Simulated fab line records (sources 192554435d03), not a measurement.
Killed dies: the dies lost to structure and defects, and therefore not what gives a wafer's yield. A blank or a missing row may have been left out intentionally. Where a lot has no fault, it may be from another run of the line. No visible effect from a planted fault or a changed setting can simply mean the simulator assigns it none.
Split-lot experiment + flow n5-finfet + route with 1938 steps; 7 lots, 21 wafers read

## THE SPLIT
At N5_BEOL_M0_ETCH_138 (etches SiCN in CH3F/O2, target depth 12 nm, time 31.6 s), the setting source-w was moved away from the recipe's 395 W on 8 of the 21 wafers read, by -14.6% to +9.5%. For the rest of the wafers, this setting stayed at what the recipe calls for.

The reading is taken at the split's own step.

## THE READING
rf-vpp-V, in V, at N5_BEOL_M0_ETCH_138 (etches SiCN in CH3F/O2, target depth 12 nm, time 31.6 s). On this fab line, fault-free wafers typically give 297.2 V with a standard deviation of 1.6 V.

| wafer  | tool, chamber at the split | source-w as run, W | against the recipe | rf-vpp-V, V | against lot-mates on the recipe |
|--------|----------------------------|--------------------|--------------------|-------------|---------------------------------|
| L077.4 | rie-diel-05, 1             | 395                | recipe             | 297.0       | -                               |
| L077.5 | rie-diel-05, 2             | 395                | recipe             | 297.7       | -                               |
| L077.6 | rie-diel-05, 0             | 339.1              | -14.2%             | 314.1       | +16.8                           |
| L082.3 | rie-diel-01, 2             | 432.4              | +9.5%              | 290.8       | -2.0                            |
| L082.4 | rie-diel-01, 3             | 395                | recipe             | 292.8       | -                               |
| L082.5 | rie-diel-01, 3             | 432.4              | +9.5%              | 284.3       | -8.5                            |
| L084.2 | rie-diel-05, 3             | 395                | recipe             | 297.4       | -                               |
| L084.4 | rie-diel-05, 1             | 395                | recipe             | 296.1       | -                               |
| L084.5 | rie-diel-05, 2             | 395                | recipe             | 298.0       | -                               |
| L089.2 | rie-diel-01, 0             | 337.3              | -14.6%             | 312.0       | no lot-mate on the recipe       |
| L089.4 | rie-diel-01, 2             | 337.3              | -14.6%             | 314.2       | no lot-mate on the recipe       |
| L089.6 | rie-diel-01, 2             | 337.3              | -14.6%             | 313.8       | no lot-mate on the recipe       |
| L093.1 | rie-diel-03, 3             | 395                | recipe             | 297.1       | -                               |
| L093.2 | rie-diel-03, 2             | 395                | recipe             | 296.3       | -                               |
| L093.4 | rie-diel-03, 0             | 395                | recipe             | 296.7       | -                               |
| L096.2 | rie-diel-03, 0             | 347.5              | -12.0%             | 309.6       | +11.9                           |
| L096.5 | rie-diel-03, 3             | 347.5              | -12.0%             | 312.0       | +14.3                           |
| L096.6 | rie-diel-03, 2             | 395                | recipe             | 297.7       | -                               |
| L097.1 | rie-diel-03, 3             | 395                | recipe             | 297.7       | -                               |
| L097.2 | rie-diel-03, 1             | 395                | recipe             | 299.3       | -                               |
| L097.5 | rie-diel-03, 0             | 395                | recipe             | 295.3       | -                               |

FIT RESULTS
A straight line over all 21 wafers: rf-vpp-V changes by -1.12 V for each +1% of source-w; r = -0.98; the points scatter about the line by 1.8 V.
The same after taking each lot's own level away (the mean of its wafers on the recipe; 18 wafers): -0.952 V for each +1%; r = -0.95; scatter 2.1 V.
On that fit, the largest move of source-w shifts the reading by 14 V.
From 292.80 to 297.70 V: that is the span of the lots' own levels, equal to 3.1 times the standard deviation above.
So the lot-to-lot level changes the slope: the two fits differ.
Check: with one of the wafers moved furthest among these (-14.2%) left out of the fit, the line predicts +13.1 V for it against its lot-mates. It came out at +16.8 V against them.
Tool readings at the split's step, against how far the setting was moved: rf-vpp-V r = -0.98.

## THE OTHER SPLITS THESE WAFERS WENT THROUGH
Before the reading, these wafers also passed through other splits. Each is held against what the fit with the lots' levels taken away leaves over:
| other split on the same wafers    | wafers away from the commonest value | r with rf-vpp-V (lot level and that fit taken away) |
|-----------------------------------|--------------------------------------|-----------------------------------------------------|
| N5_BEOL_M0_SAQP_DESCUM_45 time-s  | 6                                    | -0.35                                               |
| N5_BEOL_M0_CUTY_EXPOSE_54 dose-mj | 7                                    | -0.26                                               |

## FILE'S OWN FIT
rf-vpp-V changes by -1.02 V for each +1% of source-w, r = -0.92.
